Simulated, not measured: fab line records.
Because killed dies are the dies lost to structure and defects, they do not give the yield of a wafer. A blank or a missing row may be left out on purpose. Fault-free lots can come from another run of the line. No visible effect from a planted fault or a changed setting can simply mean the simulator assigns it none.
Matching of chambers	flow n5 finfet	4 sister chambers for N5_BEOL_M1_ETCH_69 on rie diel-02
The step etches SiARC in CF4, target depth 15.6 nm, time 26 s. 4 wafers are shown with their chamber, then 10 later ones without.

## EACH WAFER AND ITS CHAMBER
wafer	chamber	drypump motor current A (A)
L088.2	1	6.3
L092.6	2	6.0
L094.1	3	5.8
L094.2	0	5.6

## WAFERS MISSING THEIR CHAMBER
wafer	drypump motor current A (A)
L094.3	6.0
L093.3	5.6
L093.4	5.6
L093.5	6.0
L095.4	5.8
L095.5	5.6
L095.6	6.0
L096.2	6.4
L096.3	6.0
L096.6	6.3

## WHICH CHAMBER EACH WENT THROUGH
wafer	from the rows above	in truth
L094.3	2	2
L093.3	0	0
L093.4	0	0
L093.5	2	2
L095.4	3	3
L095.5	0	0
L095.6	2	2
L096.2	1	1
L096.3	2	2
L096.6	1	1
Correctly placed: 10 of 10. Can't be placed from these rows: 0. 0 placed wrongly.
How it was worked out, from the rows above alone: a wafer's distance from a chamber is the root of the sum, over the readings, of the square of ((its reading less the chamber's mean) divided by the reading's scatter). The wafer belongs to the nearest chamber; if the next one is less than 2 further off, it can't be placed. The mean given for a chamber averages the wafers shown for that chamber. The scatter: with one shown wafer a chamber, the root of the mean of the squares of how far each hidden wafer lies from its nearest shown one.
